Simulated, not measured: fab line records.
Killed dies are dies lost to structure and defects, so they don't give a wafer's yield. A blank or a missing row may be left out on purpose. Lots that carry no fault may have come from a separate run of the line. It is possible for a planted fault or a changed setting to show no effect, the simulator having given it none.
fab line records -- flow nand_harc -- part 2 of 2: steps 5 to 6 of 6
record: lots: 24, wafers: 72, last_day: 33
route steps=1302 shown A_STAIRCASE@744
lots untouched by any fault: they come from a run of this same line in which no faults occurred
start_h: start of the lot's first displayed wafer, in hours after the record's first day -- wait_h: how many hours have passed since the lot's step before this one -- " as in the row above -- L1.1+2: a single row standing in for several wafers -- - no value, or no start was given -- * or withheld: withheld -- < > ~ a bound
route shown NAME@n: NAME is a module with steps in the file, n the number in the route of the first one -- usual: average and standard deviation across the fault-free wafers -- same: alike in all rows -- chamber/n: place in a boat -- sites: readings site by site -- _std_site: their standard deviation -- _edge_site: mean of outer sites minus mean of inner sites -- radius_mm: how far each site lies from the wafer's centre -- mask NAME#n: copy n -- behind: the tool/chamber that last shaped the wafer -- hold: what put the lot on hold/how long, in hours/how the hold closed -- device: whichever transistor did not switch (one of n, p or np) -- end of line: at the end of the route, the tests of the same wafers -- step lacking rows: just its recipe -- killed: count of dies lost to structure and defects at first sort (not the wafer's yield) -- map: the dies of a wafer, with x for killed, . for not killed, _ for no die there
set.NAME: setting as actually run; set.NAME@STEP: the setting as run at that earlier step -- model.NAME: the simulator's own value behind a step, which no gauge read
one table for each step of the route and one row for each wafer, over a sample of lots
services: a tool's chamber out of use, with start hour (start_h, from the record's first day; less than 0 if before it), hours out, and reason
== steps ==
step: NHARC_A_STAIRCASE_DESCUM_312
recipe: time_s: 3, o2_flow_sccm: 200, ar_flow_sccm: 0, bias_power_w: 0, chemistry: O2
usual: drypump_motor_current_A: 5.6/0.42, oes_product_au: 0.998/0.0084, rf_vpp_V: 57.7/0.9, showerhead_plenum_p_Torr: 1.90/0.093, throttle_valve_pct: 11.310/0.0087
lot.wafer,tool,chamber,start_h,wait_h,drypump_motor_current_A,oes_product_au,rf_hours_counter_h,rf_vpp_V,showerhead_plenum_p_Torr,throttle_valve_pct
L074.4,rie_diel-04,0,369.66,-,5.4,0.991,2,57.3,1.88,11.311
L074.1,rie_diel-04,1,369.66,-,5.8,1.000,1,58.5,1.96,11.297
L074.2,rie_diel-04,2,369.66,-,5.3,0.994,1,57.4,1.95,11.283
L075.3,rie_diel-01,1,395.93,-,5.2,0.996,2,57.4,1.80,11.312
L075.1,rie_diel-01,3,395.93,-,6.5,0.990,1,58.0,1.82,11.310
L075.6,rie_diel-01,0,395.93,-,5.8,1.002,-,57.5,1.78,11.306
L077.4,rie_diel-01,1,403.83,-,5.2,0.987,5,57.2,1.79,11.314
L077.5,rie_diel-01,0,403.83,-,5.8,0.994,-,56.2,1.78,11.311
L077.6,rie_diel-01,1,403.83,-,5.2,0.994,-,56.7,1.79,11.305
L076.1,rie_diel-09,0,405.39,-,5.2,1.001,31,57.8,1.88,11.309
L076.4,rie_diel-09,0,405.39,-,5.2,0.995,-,57.6,1.88,11.304
L076.5,rie_diel-09,1,405.39,-,5.4,1.006,-,57.4,2.00,11.306
L078.2,rie_diel-04,2,435.24,-,5.4,0.999,20,59.4,1.94,11.315
L078.1,rie_diel-04,3,435.24,-,6.2,0.998,24,58.6,2.07,11.305
L078.6,rie_diel-04,2,435.24,-,5.4,1.004,-,58.7,1.94,11.291
L079.4,rie_diel-01,2,440.33,-,5.5,0.983,14,57.4,1.95,11.315
L079.1,rie_diel-01,3,440.33,-,6.5,1.000,15,58.3,1.81,11.334
L079.6,rie_diel-01,0,440.33,-,5.8,0.994,-,56.4,1.78,11.321
L080.2,rie_diel-04,2,441.07,-,5.4,0.996,21,59.1,1.94,11.315
L080.3,rie_diel-04,3,441.07,-,6.3,0.995,25,58.5,2.07,11.307
L080.5,rie_diel-04,0,441.07,-,5.4,0.995,-,57.6,1.87,11.307
L081.4,rie_diel-09,2,456.50,-,5.5,1.009,37,58.3,1.84,11.301
L081.3,rie_diel-09,0,456.50,-,5.2,1.007,45,57.3,1.88,11.318
L081.2,rie_diel-09,1,456.50,-,5.4,1.009,39,58.8,1.99,11.325
L082.3,rie_diel-04,2,458.36,-,5.4,1.005,27,59.1,1.94,11.297
L082.4,rie_diel-04,0,458.36,-,5.4,1.005,34,56.2,1.87,11.307
L082.5,rie_diel-04,2,458.36,-,5.4,1.005,-,58.0,1.94,11.319
L083.4,rie_diel-01,2,467.41,-,5.5,0.988,25,57.7,1.95,11.314
L083.3,rie_diel-01,1,467.41,-,5.2,0.991,27,58.4,1.79,11.307
L083.6,rie_diel-01,2,467.41,-,5.5,0.995,-,57.8,1.95,11.305
L085.1,rie_diel-09,0,487.55,-,5.2,0.995,57,58.3,1.87,11.323
L085.3,rie_diel-09,2,487.55,-,5.5,0.991,46,56.6,1.84,11.296
L085.4,rie_diel-09,3,487.55,-,5.3,1.009,57,57.3,1.98,11.300
L084.1,rie_diel-04,0,488.70,-,5.4,0.995,42,58.5,1.87,11.313
L084.5,rie_diel-04,0,488.70,-,5.4,0.996,-,56.7,1.87,11.310
L084.6,rie_diel-04,1,488.70,-,5.8,0.992,-,59.1,1.95,11.319
L086.2,rie_diel-01,2,497.57,-,5.5,0.994,36,58.1,1.95,11.306
L086.6,rie_diel-01,1,497.57,-,5.2,0.999,-,57.2,1.78,11.319
L086.5,rie_diel-01,2,497.57,-,5.5,0.994,-,58.1,1.95,11.314
L087.2,rie_diel-01,1,505.80,-,5.2,0.983,47,56.0,1.78,11.306
L087.1,rie_diel-01,2,505.80,-,5.5,0.995,40,58.0,1.95,11.311
L087.6,rie_diel-01,1,505.80,-,5.2,1.002,-,56.9,1.78,11.303
L089.1,rie_diel-01,0,530.61,-,5.8,0.999,52,55.2,1.77,11.314
L089.2,rie_diel-01,2,530.61,-,5.5,0.988,49,58.1,1.94,11.306
L089.6,rie_diel-01,0,530.61,-,5.8,0.998,-,59.0,1.77,11.322
L088.4,rie_diel-01,1,537.21,-,5.2,0.991,58,57.8,1.78,11.314
L088.1,rie_diel-01,2,537.21,-,5.5,1.000,51,58.4,1.94,11.297
L088.5,rie_diel-01,3,537.21,-,6.5,0.997,-,57.1,1.80,11.312
L091.1,rie_diel-04,3,543.02,-,6.3,0.986,0,58.1,2.06,11.315
L091.4,rie_diel-04,0,543.02,-,5.4,0.984,0,56.8,1.86,11.311
L091.2,rie_diel-04,1,543.02,-,5.8,0.981,0,58.3,1.94,11.312
L090.1,rie_diel-04,2,544.23,-,5.4,0.989,1,58.0,1.93,11.305
L090.4,rie_diel-04,0,544.23,-,5.4,0.992,1,58.6,1.86,11.321
L090.6,rie_diel-04,2,544.23,-,5.4,0.997,-,58.9,1.93,11.330
L092.4,rie_diel-04,2,559.63,-,5.4,0.989,6,57.8,1.93,11.316
L092.2,rie_diel-04,0,559.63,-,5.4,0.992,5,59.2,1.86,11.316
L092.6,rie_diel-04,2,559.63,-,5.4,0.986,-,58.7,1.93,11.298
L094.4,rie_diel-09,1,577.69,-,5.4,1.009,25,59.5,1.98,11.315
L094.1,rie_diel-09,0,577.69,-,5.2,1.007,28,58.5,1.86,11.315
L094.5,rie_diel-09,1,577.69,-,5.4,1.019,-,58.6,1.98,11.293
L093.2,rie_diel-09,2,581.21,-,5.5,1.014,10,57.1,1.83,11.308
L093.1,rie_diel-09,3,581.21,-,5.3,1.005,29,57.5,1.97,11.292
L093.5,rie_diel-09,1,581.21,-,5.4,1.026,-,58.9,1.98,11.305
L095.4,rie_diel-09,2,593.35,-,5.5,1.015,14,58.7,1.83,11.310
L095.2,rie_diel-09,0,593.35,-,5.2,1.000,32,55.8,1.86,11.320
L095.5,rie_diel-09,3,593.35,-,5.3,0.997,-,58.7,1.97,11.319
L096.4,rie_diel-01,1,598.03,-,5.2,0.990,11,56.6,1.77,11.313
L096.2,rie_diel-01,0,598.03,-,5.8,0.997,11,58.9,2.07,11.304
L096.6,rie_diel-01,1,598.03,-,5.2,0.995,-,58.4,1.77,11.306
L097.2,rie_diel-01,3,600.13,-,6.5,0.998,13,56.4,1.80,11.316
L097.4,rie_diel-01,0,600.13,-,5.8,0.990,12,58.8,2.07,11.317
L097.6,rie_diel-01,2,600.13,-,5.5,0.989,-,57.7,1.93,11.312
step: NHARC_A_STAIRCASE_ETCH_315
recipe: target_depth_a: 25000, time_s: 607.1, ion_energy_ev: 800, c4f8_flow_sccm: 80, o2_flow_sccm: 60, ar_flow_sccm: withheld, rf_w: 600, bias_w: 3000, chemistry: C4F8/O2/Ar
usual: oes_product_au: 0.932/0.0093, rf_vpp_V: 1825/12
lot.wafer,tool,chamber,start_h,wait_h,oes_product_au,rf_hours_counter_h,rf_vpp_V
L074.2,rie_diel-04,1,-,-,0.931,1,1833
L074.4,rie_diel-04,2,-,-,0.916,2,1830
L074.1,rie_diel-04,3,-,-,0.924,2,1848
L075.3,rie_diel-01,1,-,-,0.926,2,1813
L075.1,rie_diel-01,0,-,-,0.940,1,1811
L075.6,rie_diel-01,2,-,-,0.943,-,1831
L077.4,rie_diel-01,2,-,-,0.919,5,1832
L077.6,rie_diel-01,0,-,-,0.927,-,1811
L077.5,rie_diel-01,1,-,-,0.918,-,1811
L076.1,rie_diel-09,1,-,-,0.935,30,1838
L076.4,rie_diel-09,3,-,-,0.939,-,1837
L076.5,rie_diel-09,1,-,-,0.931,-,1839
L078.2,rie_diel-04,2,-,-,0.936,20,1832
L078.1,rie_diel-04,3,-,-,0.924,24,1846
L078.6,rie_diel-04,1,-,-,0.945,-,1832
L079.4,rie_diel-01,0,-,-,0.925,16,1808
L079.1,rie_diel-01,2,-,-,0.930,14,1832
L079.6,rie_diel-01,0,-,-,0.924,-,1810
L080.2,rie_diel-04,2,-,-,0.938,21,1829
L080.3,rie_diel-04,1,-,-,0.927,21,1831
L080.5,rie_diel-04,2,-,-,0.931,-,1830
L081.2,rie_diel-09,1,-,-,0.944,39,1837
L081.4,rie_diel-09,2,-,-,0.942,37,1816
L081.3,rie_diel-09,0,-,-,0.931,45,1822
L082.4,rie_diel-04,1,-,-,0.947,27,1833
L082.3,rie_diel-04,0,-,-,0.954,34,1821
L082.5,rie_diel-04,2,-,-,0.941,-,1831
L083.3,rie_diel-01,1,-,-,0.933,27,1810
L083.4,rie_diel-01,3,-,-,0.936,25,1814
L083.6,rie_diel-01,1,-,-,0.930,-,1811
L085.4,rie_diel-09,0,-,-,0.940,57,1822
L085.3,rie_diel-09,2,-,-,0.946,46,1818
L085.1,rie_diel-09,3,-,-,0.949,58,1836
L084.1,rie_diel-04,0,-,-,0.933,42,1820
L084.6,rie_diel-04,3,-,-,0.939,-,1845
L084.5,rie_diel-04,0,-,-,0.921,-,1821
L086.2,rie_diel-01,3,-,-,0.921,36,1812
L086.6,rie_diel-01,2,-,-,0.911,-,1831
L086.5,rie_diel-01,3,-,-,0.921,-,1812
L087.1,rie_diel-01,2,-,-,0.919,40,1831
L087.2,rie_diel-01,1,-,-,0.936,47,1809
L087.6,rie_diel-01,3,-,-,0.933,-,1812
L089.2,rie_diel-01,2,-,-,0.917,49,1832
L089.1,rie_diel-01,3,-,-,0.929,46,1811
L089.6,rie_diel-01,0,-,-,0.931,-,1807
L088.1,rie_diel-01,1,-,-,0.928,58,1809
L088.4,rie_diel-01,2,-,-,0.933,52,1830
L088.5,rie_diel-01,0,-,-,0.924,-,1805
L091.2,rie_diel-04,0,-,-,0.933,0,1820
L091.4,rie_diel-04,1,-,-,0.924,0,1831
L091.1,rie_diel-04,2,-,-,0.928,0,1830
L090.1,rie_diel-04,3,-,-,0.922,1,1844
L090.4,rie_diel-04,0,-,-,0.911,1,1819
L090.6,rie_diel-04,1,-,-,0.927,-,1831
L092.4,rie_diel-04,2,-,-,0.923,6,1829
L092.2,rie_diel-04,0,-,-,0.922,6,1820
L092.6,rie_diel-04,2,-,-,0.913,-,1829
L094.4,rie_diel-09,2,-,-,0.940,9,1819
L094.1,rie_diel-09,3,-,-,0.951,28,1834
L094.5,rie_diel-09,0,-,-,0.952,-,1821
L093.1,rie_diel-09,2,-,-,0.938,10,1816
L093.2,rie_diel-09,3,-,-,0.930,29,1835
L093.5,rie_diel-09,1,-,-,0.935,-,1836
L095.2,rie_diel-09,3,-,-,0.947,33,1832
L095.4,rie_diel-09,0,-,-,0.939,32,1820
L095.5,rie_diel-09,2,-,-,0.927,-,1816
L096.4,rie_diel-01,0,-,-,0.929,11,1846
L096.2,rie_diel-01,1,-,-,0.923,11,1809
L096.6,rie_diel-01,0,-,-,0.927,-,1846
L097.4,rie_diel-01,1,-,-,0.931,12,1808
L097.2,rie_diel-01,0,-,-,0.933,12,1847
L097.6,rie_diel-01,1,-,-,0.934,-,1809
== services ==
tool,chamber,start_h,hours,kind
rie_diel-09,0,329.23,-,clean
rie_diel-09,1,329.23,-,clean
rie_diel-09,2,329.23,-,clean
rie_diel-09,3,329.23,-,clean
rie_diel-09,3,329.23,-,consumable_replace:focus_ring
rie_diel-01,1,342.60,41.4,repair
rie_diel-04,2,346.80,3.1,repair
rie_diel-01,3,355.41,3.9,repair
rie_diel-04,-,355.73,9.0,pm
rie_diel-09,0,355.97,-,clean
rie_diel-09,1,355.97,-,clean
rie_diel-01,-,380.94,9.0,pm
rie_diel-09,0,389.58,2.6,repair
rie_diel-09,2,405.13,8.3,repair
rie_diel-04,2,405.71,3.7,repair
rie_diel-04,1,426.06,9.2,repair
rie_diel-04,1,445.58,4.4,repair
rie_diel-04,0,460.20,10.4,repair
rie_diel-09,-,497.23,9.0,pm
rie_diel-09,1,509.63,3.2,repair
rie_diel-04,-,532.73,9.0,pm
rie_diel-01,-,558.05,9.0,pm
rie_diel-04,2,567.01,34.5,repair
rie_diel-09,-,568.36,2.1,repair
